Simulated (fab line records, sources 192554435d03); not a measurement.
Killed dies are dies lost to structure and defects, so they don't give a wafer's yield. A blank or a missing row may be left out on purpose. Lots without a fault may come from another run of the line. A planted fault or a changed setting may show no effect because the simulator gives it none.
fab line records | flow n5_finfet
record lots=10 wafers=29 last_day=18
route steps=1938 shown SD_ACTIVATION@331 ILD0@335 BEOL_M4@1111 PASSIVATION@1936
lots that met no fault: from a run of the same line without faults
start_h: hours from the record's first day to the start of the lot's first wafer shown | wait_h: hours since the lot's step before | " the same as in the row above | L1.1+2: a row that stands for several wafers | - no value, or no start given | * or withheld: withheld | < > ~ a bound
route shown NAME@n: a module of which the file shows steps, and the number in the route of the first | usual: mean/standard deviation of fault-free wafers | same: alike in all rows | chamber/n: place in a boat | sites: the reading at each site | _std_site: their standard deviation | _edge_site: outer sites' mean less inner sites' | radius_mm: how far each site lies from the wafer's centre | mask NAME#n: copy n | behind: the tool/chamber that last shaped the wafer | hold: why the lot was held/for how many hours/how that ended | device: the transistor (n, p or np) that didn't switch | end of line: the same wafers' tests at the end of the route | a step without rows: its recipe alone | killed: dies lost to structure and defects at the first sort, not the wafer's yield | map: a wafer's dies, x killed, . not, _ none there
set.NAME: the setting as run; set.NAME@STEP: as run at that earlier step | model.NAME: the simulator's own value behind a step, which no gauge read
steps of the route over a sample of lots; a table a step, a row a wafer
services: from which hour (start_h, from the record's first day; less than 0 if before it) a tool's chamber was out of use, for how many hours, and why
## steps
# step N5_SD_ACTIVATION_LSA_01
# recipe temp_c=1080 time_s=0.0008 ambient=N2
# usual wafer_temp_C_max=1082.9/0.62
# columns lot.wafer tool chamber start_h wait_h wafer_temp_C_max
L356.1 laser_anneal-01 0 63.10 0.2 1083.5
L356.4 " 0 " " 1083.4
L356.6 " 0 " " 1082.7
L357.2 laser_anneal-02 0 70.29 0.2 1085.0
L357.4 " 0 " " 1083.7
L357.6 " 0 " " 1083.3
L358.3 laser_anneal-01 0 70.62 0.2 1083.3
L358.4 " 0 " " 1083.0
L358.6 " 0 " " 1082.2
L360.1 laser_anneal-01 0 83.46 0.2 1083.0
L360.3 " 0 " " 1082.4
L365.1 laser_anneal-02 0 114.03 0.2 1082.4
L365.4 " 0 " " 1082.8
L365.6 " 0 " " 1081.7
L367.2 laser_anneal-02 0 125.20 0.2 1083.4
L367.4 " 0 " " 1084.1
L367.5 " 0 " " 1082.5
L369.2 laser_anneal-02 0 137.02 0.2 1082.4
L369.4 " 0 " " 1082.8
L369.6 " 0 " " 1083.3
L371.1 laser_anneal-02 0 154.14 0.2 1083.1
L371.3 " 0 " " 1083.9
L371.6 " 0 " " 1082.9
L374.2 laser_anneal-01 0 170.92 0.2 1082.7
L374.3 " 0 " " 1082.8
L374.5 " 0 " " 1082.5
L375.1 laser_anneal-02 0 172.36 0.3 1082.4
L375.2 " 0 " " 1082.6
L375.6 " 0 " " 1083.7
# step N5_ILD0_LINER_00
# recipe material=SiNx target_thk_a=40 temp_c=400 ald_precursor_family=SiH2I2 ald_co_reactant=N2/H2-plasma pulse_time_s=1 purge_time_s=2 co_reactant_purge_time_s=2 ald_cycles=80 pressure_torr=2
# usual heater_power_w=848/76 precursor_pulse_height_rel=1.001/0.019 susceptor_temp_C=400.01/0.2
# same co_reactant_purge_time_s=2 pulse_time_s=1
# columns lot.wafer tool chamber start_h wait_h heater_power_w precursor_pulse_height_rel susceptor_temp_C
L356.1 ald_sin-02 1 63.66 0.0 980 1.009 399.62
L356.4 " 3 " " 883 0.985 399.83
L356.6 " 0 " " 780 0.969 399.65
L357.2 ald_sin-03 0 70.83 0.0 773 1.024 399.88
L357.4 " 2 " " 785 1.003 399.67
L357.6 " 3 " " 924 1.017 400.10
L358.3 ald_sin-02 0 71.13 0.0 755 1.021 400.17
L358.4 " 0 " " 748 1.020 399.93
L358.6 " 1 " " 1020 0.987 400.22
L360.1 ald_sin-01 0 84.03 0.0 792 1.018 400.12
L360.3 " 2 " " 865 1.027 400.07
L365.1 ald_sin-03 0 114.59 0.0 777 0.974 400.21
L365.4 " 3 " " 900 0.980 400.12
L365.6 " 3 " " 924 1.014 400.17
L367.2 ald_sin-03 3 125.74 0.0 896 0.994 399.91
L367.4 " 0 " " 819 0.959 400.13
L367.5 " 0 " " 784 0.974 399.81
L369.2 ald_sin-01 3 137.61 0.1 854 0.995 400.25
L369.4 " 1 " " 794 1.007 399.77
L369.6 " 0 " " 802 0.990 399.73
L371.1 ald_sin-02 2 154.71 0.0 991 0.981 399.75
L371.3 " 3 " " 893 1.018 399.85
L371.6 " 1 " " 988 1.022 399.99
L374.2 ald_sin-03 2 171.66 0.2 759 1.030 400.28
L374.3 " 3 " " 931 0.967 400.16
L374.5 " 3 " " 920 1.013 400.23
L375.1 ald_sin-03 1 172.92 0.0 817 1.034 400.08
L375.2 " 0 " " 784 1.002 400.18
L375.6 " 0 " " 787 0.970 400.02
# step N5_ILD0_PRECLEAN_10
# recipe chemistry=NF3:NH3 afs_cycles=5 time_s=20 temp_c=30 sublimation_temp_c=180 sublimation_time_s=60 pressure_torr=3 rf_power_w=30
# usual temp_c=30.01/0.11 time_s=20/0
# same afs_cycles=5
# columns lot.wafer tool chamber start_h wait_h temp_c time_s
L356.1 remote_plasma-01 0 66.69 0.0 30.02 20
L356.4 " 0 " " 30.07 20
L356.6 " 0 " " 30.17 20
L357.2 remote_plasma-02 0 73.97 0.1 30.09 20
L357.4 " 0 " " 30.01 20
L357.6 " 0 " " 29.96 20
L358.3 remote_plasma-01 0 74.37 0.3 29.94 20
L358.4 " 0 " " 30.03 20
L358.6 " 0 " " 29.81 20
L360.1 remote_plasma-02 1 87.06 0.0 29.99 20
L360.3 " 1 " " 30.06 20
L365.1 remote_plasma-02 0 117.61 0.0 29.88 16.965
L365.4 " 0 " " 29.90 16.965
L365.6 " 0 " " 29.81 16.965
L367.2 remote_plasma-02 0 128.88 0.1 29.95 16.965
L367.4 " 0 " " 30.01 16.965
L367.5 " 0 " " 29.94 16.965
L369.2 remote_plasma-02 1 140.78 0.2 29.99 16.965
L369.4 " 1 " " 29.91 16.965
L369.6 " 1 " " 29.93 16.965
L371.1 remote_plasma-01 1 157.86 0.0 30.21 20
L371.3 " 1 " " 30.09 20
L371.6 " 1 " " 30.10 20
L374.2 remote_plasma-01 0 174.83 0.1 29.95 20
L374.3 " 0 " " 29.99 20
L374.5 " 0 " " 30.18 20
L375.1 remote_plasma-01 1 176.29 0.0 30.12 20
L375.2 " 1 " " 30.26 20
L375.6 " 1 " " 30.03 20
# step N5_ILD0_ALD_15
# recipe material=SiNx target_thk_a=240 temp_c=400 ald_precursor_family=SiH2I2 ald_co_reactant=N2/H2-plasma pulse_time_s=1 ald_cycles=480 purge_time_s=2 co_reactant_purge_time_s=2 pressure_torr=2
# usual heater_power_w=848/77 precursor_pulse_height_rel=1.001/0.02 susceptor_temp_C=399.99/0.25
# same co_reactant_purge_time_s=2 pulse_time_s=1
# columns lot.wafer tool chamber start_h wait_h heater_power_w precursor_pulse_height_rel susceptor_temp_C
L356.1 ald_sin-03 2 67.37 0.6 768 0.992 399.90
L356.4 " 3 " " 939 0.973 399.83
L356.6 " 1 68.46 1.1 801 0.994 400.16
L357.2 ald_sin-03 0 74.54 0.5 793 0.995 400.09
L357.4 " 3 " " 938 1.015 400.00
L357.6 " 2 75.63 1.1 802 1.022 400.12
L358.3 ald_sin-02 0 74.83 0.4 786 0.986 399.63
L358.4 " 2 75.91 1.3 989 1.029 399.91
L358.6 " 0 " " 774 1.027 399.72
L360.1 ald_sin-02 1 87.74 0.6 1000 0.979 399.75
L360.3 " 2 " " 963 1.003 400.08
L365.1 ald_sin-01 3 118.30 0.6 878 1.045 400.28
L365.4 " 2 " " 915 0.996 399.62
L365.6 " 3 119.39 1.1 857 1.026 400.18
L367.2 ald_sin-03 0 129.48 0.5 772 1.026 400.22
L367.4 " 3 " " 929 1.033 400.17
L367.5 " 1 130.56 1.2 816 0.997 400.58
L369.2 ald_sin-01 2 141.35 0.5 881 0.995 400.12
L369.4 " 0 " " 809 1.004 399.68
L369.6 " 1 142.43 1.1 841 0.997 400.27
L371.1 ald_sin-03 1 158.54 0.6 799 0.990 399.76
L371.3 " 2 " " 784 1.002 399.71
L371.6 " 1 159.62 1.1 813 1.003 399.82
L374.2 ald_sin-03 2 175.40 0.5 773 1.006 399.67
L374.3 " 0 " " 801 1.031 399.57
L374.5 " 2 176.48 1.2 773 0.980 399.24
L375.1 ald_sin-02 3 177.19 0.8 906 0.983 400.12
L375.2 " 0 " " 785 0.997 399.93
L375.6 " 3 178.28 1.3 893 0.992 400.13
# step N5_BEOL_M4_RC_MEAS_101
# usual DIBL_N=36.4/1.9 DIBL_P=35.8/2.1 IOFF_N=0.158/0.029 IOFF_P=0.21/0.035 ION_N=676/14 ION_P=465/9.7 SS_N=71.5/0.66 SS_P=73.4/0.7 VT_N=249.8/3 VT_P=-250/3.3
# columns lot.wafer tool chamber start_h wait_h DIBL_N[mV/V] DIBL_P[mV/V] IOFF_N[nA/um] IOFF_P[nA/um] ION_N[uA/um] ION_P[uA/um] SS_N[mV/dec] SS_P[mV/dec] VT_N[mV] VT_P[mV]
L356.1 prober-01 0 202.33 0.0 38.5 39.9 0.219 0.27 677 463 71.9 75.0 242.7 -249
L356.4 " 0 " " 37.8 36.8 0.196 0.21 677 455 72.8 73.8 249.7 -251
L356.6 " 0 " " 37.9 37.4 0.190 0.21 665 452 72.8 74.1 250.0 -253
L358.3 prober-02 0 202.43 0.3 38.1 37.1 0.194 0.26 698 479 71.5 73.5 243.8 -245
L358.4 " 0 " " 37.7 36.5 0.180 0.25 703 489 71.7 73.9 246.4 -247
L358.6 " 0 " " 35.1 33.8 0.139 0.21 691 482 70.8 72.7 249.2 -247
L357.2 prober-01 0 203.42 0.7 34.4 34.7 0.131 0.20 649 451 71.3 73.2 250.7 -249
L357.4 " 0 " " 33.5 33.8 0.116 0.19 652 456 70.9 73.1 254.2 -249
L357.6 " 0 " " 34.8 35.7 0.143 0.22 674 473 71.7 73.1 250.6 -248
L360.1 prober-02 0 211.23 0.3 38.7 39.5 0.200 0.23 693 465 72.1 74.2 246.4 -250
L360.3 " 0 " " 37.0 37.7 0.170 0.21 694 473 71.2 73.7 248.1 -253
L365.1 prober-01 0 244.14 0.0 38.3 38.8 0.204 0.30 678 472 72.6 74.8 246.1 -246
L365.4 " 0 " " 34.2 35.3 0.135 0.23 686 482 71.4 73.7 250.5 -246
L365.6 " 0 " " 35.1 35.8 0.141 0.24 667 473 71.6 73.9 250.7 -246
L367.2 prober-01 0 261.57 0.2 38.9 37.3 0.190 0.27 707 484 71.1 73.9 243.9 -243
L367.4 " 0 " " 38.0 35.8 0.161 0.22 687 470 71.3 73.3 248.4 -249
L367.5 " 0 " " 41.7 40.5 0.228 0.31 708 482 72.0 74.9 242.3 -244
L371.1 prober-02 0 282.74 0.0 35.6 34.7 0.148 0.19 680 468 71.1 72.9 250.3 -252
L371.3 " 0 " " 36.3 35.7 0.159 0.20 682 463 71.1 73.4 249.3 -249
L371.6 " 0 " " 34.5 33.4 0.129 0.17 666 455 71.4 72.7 252.4 -252
L369.2 prober-01 0 286.32 0.2 36.3 36.4 0.150 0.20 664 454 71.9 73.8 249.2 -253
L369.4 " 0 " " 35.3 35.0 0.140 0.18 671 454 71.2 72.8 251.6 -254
L369.6 " 0 " " 37.1 36.8 0.162 0.21 683 460 71.9 73.5 251.9 -253
L374.2 prober-02 0 306.54 0.3 35.8 34.8 0.155 0.21 671 469 71.1 73.4 250.0 -249
L374.3 " 0 " " 35.2 34.1 0.142 0.19 666 459 71.3 73.4 251.1 -248
L374.5 " 0 " " 34.1 31.6 0.117 0.16 656 448 71.0 72.0 250.5 -251
L375.1 prober-02 0 324.59 0.0 37.4 37.4 0.166 0.20 686 465 72.2 73.7 249.1 -254
L375.2 " 0 " " 34.5 32.9 0.117 0.15 664 452 71.0 72.8 253.6 -256
L375.6 " 0 " " 38.1 38.2 0.185 0.22 688 465 71.3 73.6 248.7 -253
# step N5_PASSIVATION_PROBE_49
# usual defect_limited_yield=91.3/1.3 killed_at_M0_to_M3=34/9.1 killed_at_M4_up=14/5.6 killed_at_contacts=13/5.9 killed_at_front_end=39/11 killed_at_other=3.6/3 killed_dies=102/16 killed_open=68/12 killed_short=33/7.3 sort_bin_4_leakage=0.00/0.01 sort_bin_5_function=5.2/0.89 sort_bin_6_memory=3.2/0.68 sort_bin_8_speed=0.00/0.027 sort_n_pass=1078/16 sort_yield_pct=91.3/1.3
# same gross_dies=1180 killed_at_back_side=0
# columns lot.wafer tool chamber start_h wait_h defect_limited_yield[%] killed_at_M0_to_M3 killed_at_M4_up killed_at_contacts killed_at_front_end killed_at_other killed_dies killed_open killed_short sort_bin_4_leakage[%] sort_bin_5_function[%] sort_bin_6_memory[%] sort_bin_8_speed[%] sort_n_pass sort_yield_pct[%]
L357.2 prober-02 - 304.23 0.1 90.0 35 16 19 40 8 118 77 38 0 5.4 4.3 0.08 1061 89.9
L357.4 prober-02 - 304.33 0.2 89.2 46 8 28 39 7 128 90 36 0 6.6 3.8 0 1052 89.2
L357.6 prober-02 - 304.43 0.3 89.2 42 14 17 49 5 127 93 34 0 6.9 3.7 0 1053 89.2
L356.1 prober-02 - 309.24 0.0 91.2 39 11 11 42 1 104 69 35 0 5.3 3.0 0 1076 91.2
L356.4 prober-02 - 309.39 0.2 92.0 17 18 7 46 6 94 56 38 0 4.7 3.0 0 1086 92.0
L356.6 prober-02 - 309.49 0.3 91.0 28 14 8 49 7 106 75 27 0 4.9 3.6 0 1074 91.0
L358.3 prober-02 - 313.52 0.1 91.9 28 8 5 47 8 96 60 34 0 4.7 3.4 0 1084 91.9
L358.4 prober-02 - 313.57 0.2 90.3 37 11 8 52 6 114 71 42 0 6.4 2.9 0 1066 90.3
L358.6 prober-02 - 313.67 0.3 89.9 40 16 13 48 2 119 85 33 0 5.3 4.5 0 1061 89.9
L360.1 prober-02 - 319.29 0.0 90.3 44 18 6 46 1 115 68 45 0 6.1 2.8 0 1065 90.3
L360.3 prober-02 - 319.39 0.1 91.5 25 7 1 60 7 100 61 38 0 4.8 3.2 0 1080 91.5
L365.1 prober-02 - 348.79 0.0 88.6 29 9 7 79 10 134 87 47 0.08 5.9 5.0 0 1045 88.6
L365.4 prober-02 - 348.94 0.2 88.4 29 18 15 72 3 137 90 46 0 7.2 4.2 0 1043 88.4
L365.6 prober-02 - 349.04 0.3 91.8 34 6 9 38 10 97 63 34 0 4.9 3.3 0 1083 91.8
L367.2 prober-01 - 368.37 0.1 91.1 29 18 15 42 1 105 67 36 0 6.1 2.5 0 1075 91.1
L367.4 prober-01 - 368.47 0.2 89.2 32 34 15 45 2 128 86 33 0 6.5 3.5 0 1052 89.2
L367.5 prober-01 - 368.52 0.2 90.1 25 28 27 34 3 117 87 29 0 6.0 3.6 0 1063 90.1
L371.1 prober-02 - 385.13 0.0 92.4 24 6 13 47 0 90 66 21 0 5.1 2.5 0 1090 92.4
L371.3 prober-02 - 385.23 0.1 92.2 24 6 22 34 6 92 61 30 0 4.0 3.6 0 1088 92.2
L371.6 prober-02 - 385.38 0.3 90.5 36 9 9 56 2 112 77 34 0 6.0 3.3 0 1068 90.5
L369.2 prober-02 - 399.18 0.1 90.1 40 7 20 36 14 117 80 36 0 5.6 4.0 0 1063 90.1
L369.4 prober-02 - 399.28 0.2 93.1 25 8 12 33 4 82 46 31 0 3.3 3.1 0 1098 93.1
L369.6 prober-02 - 399.38 0.3 91.9 43 18 11 20 4 96 58 36 0 4.5 3.1 0 1084 91.9
L374.2 prober-02 - 417.43 0.1 90.8 38 25 14 31 1 109 75 32 0 6.8 2.2 0 1071 90.8
L374.3 prober-02 - 417.48 0.1 92.2 31 8 10 41 2 92 54 38 0 4.9 2.6 0 1088 92.2
L374.5 prober-02 - 417.58 0.2 92.4 39 15 6 29 1 90 47 41 0 4.3 3.0 0 1090 92.4
L375.1 prober-01 - 439.81 0.0 91.5 14 17 15 51 3 100 62 38 0 5.2 3.1 0 1080 91.5
L375.2 prober-01 - 439.86 0.1 91.5 26 10 12 51 1 100 42 56 0 5.3 2.5 0 1080 91.5
L375.6 prober-01 - 440.06 0.3 93.0 19 18 17 28 1 83 53 28 0 3.7 3.1 0 1097 93.0
# killed by level:class
L357.2 MOL_CONTACT_COAG:geometric_particle:open=12 STI_FIN_REVEAL:geometric_particle:open=9 BEOL_M3:geometric_particle:open=8 MOL_CONTACT_COAG:geometric_particle:short=7 DUMMY_GATE:geometric_particle:open=6 BEOL_M1:geometric_particle:open=6 FIN_SAQP:geometric_particle:short=5 BEOL_M0_SAQP:geometric_particle:open=5
L357.4 MOL_CONTACT_COAG:geometric_particle:open=25 BEOL_M0_SAQP:geometric_particle:open=12 BEOL_M1:geometric_particle:open=8 BEOL_M0_SAQP:geometric_particle:short=7 BEOL_M2:geometric_particle:open=7 BEOL_M3:geometric_particle:open=6 FIN_SAQP:geometric_particle:open=5 STARTING-WAFER:geometric_particle:open=4
L357.6 STI_FIN_REVEAL:geometric_particle:open=20 BEOL_M3:geometric_particle:open=15 MOL_CONTACT_COAG:geometric_particle:open=15 FIN_SAQP:geometric_particle:open=7 BEOL_M0_SAQP:geometric_particle:open=7 BEOL_M4:geometric_particle:open=7 DUMMY_GATE:geometric_particle:open=6 BEOL_M0_SAQP:geometric_particle:short=5
L356.1 FIN_SAQP:geometric_particle:short=15 BEOL_M2:geometric_particle:open=12 MOL_CONTACT_COAG:geometric_particle:open=9 FIN_SAQP:geometric_particle:open=7 BEOL_M1:geometric_particle:open=7 BEOL_M3:geometric_particle:open=7 BEOL_M0_SAQP:geometric_particle:open=5 STI_FIN_REVEAL:geometric_particle:open=4
L356.4 STI_FIN_REVEAL:geometric_particle:open=13 FIN_SAQP:geometric_particle:open=7 FIN_SAQP:geometric_particle:short=7 MOL_CONTACT_COAG:geometric_particle:open=7 BEOL_M0_SAQP:geometric_particle:short=7 BEOL_M4:geometric_particle:short=7 GATE_CUT:geometric_particle:short=5 BEOL_M5:geometric_particle:open=3
L356.6 BEOL_M2:geometric_particle:open=13 STI_FIN_REVEAL:geometric_particle:open=12 MOL_CONTACT_COAG:geometric_particle:open=8 FIN_SAQP:geometric_particle:short=7 BEOL_M4:geometric_particle:open=6 GATE_CUT:geometric_particle:short=5 BEOL_M3:geometric_particle:open=5 BEOL_M0_SAQP:geometric_particle:open=4
L358.3 STI_FIN_REVEAL:geometric_particle:open=15 GATE_CUT:geometric_particle:short=8 STI_FIN_REVEAL:geometric_particle:short=7 BEOL_M0_SAQP:geometric_particle:open=5 BEOL_M1:geometric_particle:open=5 BEOL_M3:geometric_particle:open=5 DUMMY_GATE:geometric_particle:open=4 BEOL_M2:geometric_particle:open=4
L358.4 FIN_SAQP:geometric_particle:short=12 STI_FIN_REVEAL:geometric_particle:open=12 BEOL_M1:geometric_particle:open=8 BEOL_M2:geometric_particle:open=8 FIN_SAQP:geometric_particle:open=7 MOL_CONTACT_COAG:geometric_particle:open=7 BEOL_M3:geometric_particle:open=6 BEOL_M0_SAQP:geometric_particle:short=5
L358.6 BEOL_M2:geometric_particle:open=11 BEOL_M4:geometric_particle:open=11 STI_FIN_REVEAL:geometric_particle:open=10 GATE_CUT:geometric_particle:short=10 MOL_CONTACT_COAG:geometric_particle:open=10 GATE_CUT:geometric_particle:open=9 BEOL_M3:geometric_particle:open=7 BEOL_M0_SAQP:geometric_particle:open=6
L360.1 FIN_SAQP:geometric_particle:short=14 BEOL_M0_SAQP:geometric_particle:short=14 BEOL_M0_SAQP:geometric_particle:open=13 FIN_SAQP:geometric_particle:open=8 BEOL_M4:geometric_particle:open=8 BEOL_M1:geometric_particle:open=6 STI_FIN_REVEAL:geometric_particle:open=5 GATE_CUT:geometric_particle:open=5
L360.3 STI_FIN_REVEAL:geometric_particle:open=14 FIN_SAQP:geometric_particle:short=13 BEOL_M1:geometric_particle:open=7 ILD0:geometric_particle:short=6 FIN_SAQP:geometric_particle:open=4 STI_FIN_REVEAL:geometric_particle:short=4 GATE_CUT:geometric_particle:short=4 BEOL_M0_SAQP:geometric_particle:short=4
L365.1 FIN_SAQP:geometric_particle:open=27 GATE_CUT:geometric_particle:short=13 DUMMY_GATE:geometric_particle:open=7 MOL_CONTACT_COAG:geometric_particle:open=7 FIN_SAQP:geometric_particle:short=6 BEOL_M2:geometric_particle:open=6 ILD0:geometric_particle:open=6 STI_FIN_REVEAL:geometric_particle:open=5
L365.4 FIN_SAQP:geometric_particle:open=26 MOL_CONTACT_COAG:geometric_particle:open=13 GATE_CUT:geometric_particle:short=12 FIN_SAQP:geometric_particle:short=7 GATE_CUT:geometric_particle:open=6 BEOL_M4:geometric_particle:open=6 BEOL_M1:geometric_particle:open=5 ILD0:geometric_particle:open=5
L365.6 BEOL_M3:geometric_particle:open=13 BEOL_M0_SAQP:geometric_particle:open=8 FIN_SAQP:geometric_particle:open=7 MOL_CONTACT_COAG:geometric_particle:open=7 GATE_CUT:geometric_particle:short=5 BEOL_M2:geometric_particle:open=5 MIM_TOP_ETCH:geometric_particle:open=5 FIN_SAQP:geometric_particle:short=4
L367.2 FIN_SAQP:geometric_particle:open=14 MOL_CONTACT_COAG:geometric_particle:open=8 BEOL_M3:geometric_particle:open=7 MOL_CONTACT_COAG:geometric_particle:short=7 BEOL_M4:geometric_particle:open=7 FIN_SAQP:geometric_particle:short=6 STI_FIN_REVEAL:geometric_particle:open=5 BEOL_M2:geometric_particle:open=5
L367.4 BEOL_M4:geometric_particle:open=21 MOL_CONTACT_COAG:geometric_particle:open=13 BEOL_M0_SAQP:geometric_particle:short=10 FIN_SAQP:geometric_particle:open=9 STI_FIN_REVEAL:geometric_particle:open=9 HKMG_FIN:area_etch=8 BEOL_M4:geometric_particle:short=7 BEOL_M3:geometric_particle:open=6
L367.5 MOL_CONTACT_COAG:geometric_particle:open=22 BEOL_M4:geometric_particle:open=19 FIN_SAQP:geometric_particle:open=12 FIN_SAQP:geometric_particle:short=10 BEOL_M0_SAQP:geometric_particle:open=6 BEOL_M2:geometric_particle:open=6 STI_FIN_REVEAL:geometric_particle:open=5 MOL_CONTACT_COAG:geometric_particle:short=5
L371.1 STI_FIN_REVEAL:geometric_particle:open=13 FIN_SAQP:geometric_particle:open=10 MOL_CONTACT_COAG:geometric_particle:open=7 BEOL_M3:geometric_particle:open=7 MOL_CONTACT_COAG:geometric_particle:short=6 BEOL_M2:geometric_particle:open=6 STARTING-WAFER:geometric_particle:open=6 BEOL_M1:geometric_particle:open=5
L371.3 MOL_CONTACT_COAG:geometric_particle:open=20 STI_FIN_REVEAL:geometric_particle:open=9 GATE_CUT:geometric_particle:short=6 BEOL_M0_SAQP:geometric_particle:open=5 STI_FIN_REVEAL:geometric_particle:short=4 GATE_CUT:geometric_particle:open=4 BEOL_M2:geometric_particle:open=4 BEOL_M0_SAQP:geometric_particle:short=4
L371.6 STI_FIN_REVEAL:geometric_particle:open=16 FIN_SAQP:geometric_particle:open=14 BEOL_M0_SAQP:geometric_particle:short=10 FIN_SAQP:geometric_particle:short=8 BEOL_M0_SAQP:geometric_particle:open=8 MOL_CONTACT_COAG:geometric_particle:open=7 BEOL_M1:geometric_particle:open=6 GATE_CUT:geometric_particle:short=5
L369.2 MOL_CONTACT_COAG:geometric_particle:open=17 BEOL_M0_SAQP:geometric_particle:open=11 BEOL_M0_SAQP:geometric_particle:short=10 BEOL_M2:geometric_particle:open=10 STARTING-WAFER:geometric_particle:open=8 FIN_SAQP:geometric_particle:open=5 FIN_SAQP:geometric_particle:short=4 BEOL_M3:geometric_particle:open=4
L369.4 MOL_CONTACT_COAG:geometric_particle:open=10 FIN_SAQP:geometric_particle:short=6 BEOL_M0_SAQP:geometric_particle:open=6 HKMG_FIN:area_etch=5 BEOL_M0_SAQP:geometric_particle:short=4 BEOL_M1:geometric_particle:open=4 BEOL_M3:geometric_particle:open=4 FIN_SAQP:geometric_particle:open=3
L369.6 BEOL_M0_SAQP:geometric_particle:short=17 MOL_CONTACT_COAG:geometric_particle:open=10 BEOL_M0_SAQP:geometric_particle:open=10 FIN_SAQP:geometric_particle:open=6 BEOL_M1:geometric_particle:open=5 BEOL_M6:geometric_particle:open=4 DUMMY_GATE:geometric_particle:open=3 BEOL_M1:geometric_particle:short=3
L374.2 MOL_CONTACT_COAG:geometric_particle:open=10 BEOL_M2:geometric_particle:open=10 BEOL_M0_SAQP:geometric_particle:open=9 FIN_SAQP:geometric_particle:open=7 BEOL_M0_SAQP:geometric_particle:short=6 BEOL_M3:geometric_particle:open=6 DUMMY_GATE:geometric_particle:open=5 GATE_CUT:geometric_particle:short=5
L374.3 FIN_SAQP:geometric_particle:short=9 FIN_SAQP:geometric_particle:open=9 MOL_CONTACT_COAG:geometric_particle:open=9 BEOL_M0_SAQP:geometric_particle:short=7 BEOL_M0_SAQP:geometric_particle:open=7 DUMMY_GATE:geometric_particle:open=5 BEOL_M2:geometric_particle:open=5 BEOL_M3:geometric_particle:open=5
L374.5 BEOL_M0_SAQP:geometric_particle:short=11 BEOL_M0_SAQP:geometric_particle:open=8 GATE_CUT:geometric_particle:short=7 BEOL_M1:geometric_particle:short=7 BEOL_M3:geometric_particle:open=7 FIN_SAQP:geometric_particle:short=5 MOL_CONTACT_COAG:geometric_particle:open=5 BEOL_M2:geometric_particle:open=5
L375.1 FIN_SAQP:geometric_particle:short=18 MOL_CONTACT_COAG:geometric_particle:open=12 FIN_SAQP:geometric_particle:open=11 BEOL_M5:geometric_particle:open=8 GATE_CUT:geometric_particle:open=5 BEOL_M1:geometric_particle:open=4 STI_FIN_REVEAL:geometric_particle:open=4 GATE_CUT:geometric_particle:short=4
L375.2 FIN_SAQP:geometric_particle:short=24 MOL_CONTACT_COAG:geometric_particle:short=12 FIN_SAQP:geometric_particle:open=8 BEOL_M1:geometric_particle:open=8 BEOL_M0_SAQP:geometric_particle:short=6 BEOL_M0_SAQP:geometric_particle:open=4 BEOL_M5:geometric_particle:open=4 STI_FIN_REVEAL:geometric_particle:short=3
L375.6 MOL_CONTACT_COAG:geometric_particle:open=11 BEOL_M5:geometric_particle:open=10 FIN_SAQP:geometric_particle:short=9 BEOL_M0_SAQP:geometric_particle:open=5 MOL_CONTACT_COAG:geometric_particle:short=5 BEOL_M0_SAQP:geometric_particle:short=5 BEOL_M1:geometric_particle:open=4 STARTING-WAFER:geometric_particle:short=4
## services
# columns tool chamber start_h hours kind
ald_sin-02 - 42.16 14.6 pm
laser_anneal-01 - 50.91 6.6 pm
remote_plasma-01 - 53.42 0.7 repair
laser_anneal-01 - 65.18 4.6 repair
ald_sin-01 0 67.31 16.3 repair
ald_sin-02 3 69.04 8.8 repair
ald_sin-02 0 79.75 13.8 repair
laser_anneal-02 - 94.90 18.6 pm
laser_anneal-02 - 118.04 6.0 repair
ald_sin-02 2 121.53 6.1 repair
ald_sin-01 3 122.03 7.9 repair
laser_anneal-02 - 146.04 2.2 pm
remote_plasma-02 - 168.14 0.8 repair
ald_sin-02 1 175.63 16.9 repair
ald_sin-03 3 177.57 7.6 repair
## key
first_sign step=N5_ILD0_PRECLEAN_10 reading=time_s direction=down sigmas=99+ usual=* struck=*
effect none on later readings
met_at N5_ILD0_PRECLEAN_10
struck_lots L365,L367,L369
not_acting_at N5_SD_ACTIVATION_LSA_01,N5_ILD0_LINER_00,N5_ILD0_ALD_15
onset_between 87.06 117.61
fault kind=process_parameter_drift tool=remote_plasma-02 chamber=- onset_h=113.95 steps=N5_ILD0_PRECLEAN_10 channel=time_s offset=* shape=step end_h=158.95 acts_in=* stated=*
